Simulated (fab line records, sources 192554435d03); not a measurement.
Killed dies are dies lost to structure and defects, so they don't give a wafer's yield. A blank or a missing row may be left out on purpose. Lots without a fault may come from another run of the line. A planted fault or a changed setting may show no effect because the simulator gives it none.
Chamber matching | flow n5_finfet | N5_BEOL_M10_ETCH_65 on rie_diel-05: 4 sister chambers
The step etches SiARC in CF4, target depth 39 nm, time 65 s. 14 wafers are shown with their chamber, then 7 later ones without.

WAFERS WITH THEIR CHAMBER
wafer  | chamber | throttle_valve_pct (%) | oes_product_au (a.u.) | etch_rf_on_time_s (s)
L080.1 | 3       | 15.66                  | 0.60                  | 65.0
L080.2 | 2       | 15.57                  | 0.59                  | 65.3
L080.5 | 0       | 15.73                  | 0.61                  | 65.2
L092.2 | 1       | 15.42                  | 0.68                  | 64.5
L092.3 | 3       | 15.70                  | 0.59                  | 66.0
L092.4 | 1       | 15.41                  | 0.68                  | 64.6
L085.3 | 0       | 15.75                  | 0.60                  | 64.6
L085.4 | 3       | 15.70                  | 0.59                  | 66.2
L085.6 | 0       | 15.75                  | 0.60                  | 65.1
L088.3 | 1       | 15.45                  | 0.67                  | 64.3
L088.5 | 0       | 15.78                  | 0.60                  | 64.5
L088.6 | 3       | 15.73                  | 0.60                  | 65.4
L090.2 | 0       | 15.78                  | 0.59                  | 65.4
L090.4 | 1       | 15.44                  | 0.66                  | 65.4

SIGNATURES (means of the wafers above)
reading            | chamber 0 | chamber 1 | chamber 2 | chamber 3 | scatter within a chamber
throttle_valve_pct | 15.7580   | 15.4300   | 15.5700   | 15.6975   | 0.0231
oes_product_au     | 0.6000    | 0.6725    | 0.5900    | 0.5950    | 0.00758
etch_rf_on_time_s  | 64.960    | 64.700    | 65.300    | 65.650    | 0.471
Rule: a wafer's distance from a chamber is the root of the sum, over the readings, of the square of ((its reading less the chamber's mean) divided by the reading's scatter). The wafer belongs to the nearest chamber; if the next one is less than 2 further off, it can't be placed. The scatter: the root of (the sum of the squares of (reading less its chamber's mean) over the shown wafers, divided by (wafers less chambers)).

WAFERS WITHOUT THEIR CHAMBER
wafer  | throttle_valve_pct (%) | oes_product_au (a.u.) | etch_rf_on_time_s (s)
L090.5 | 15.72                  | 0.59                  | 66.3
L091.1 | 15.79                  | 0.59                  | 65.0
L091.3 | 15.44                  | 0.66                  | 64.7
L091.4 | 15.09                  | 0.82                  | 63.4
L093.3 | 15.73                  | 0.58                  | 66.1
L093.5 | 15.78                  | 0.60                  | 64.6
L093.6 | 15.44                  | 0.67                  | 64.2

WHICH CHAMBER EACH WENT THROUGH
wafer  | from the rows above     | in truth
L090.5 | can't be placed: 3 or 0 | 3
L091.1 | 0                       | 0
L091.3 | 1                       | 1
L091.4 | 1                       | 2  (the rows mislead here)
L093.3 | can't be placed: 3 or 0 | 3
L093.5 | 0                       | 0
L093.6 | 1                       | 1
Placed correctly: 4 of 7. Can't be placed from these rows: 2 (the true chamber is among the candidates in 2). Placed wrongly: 1.
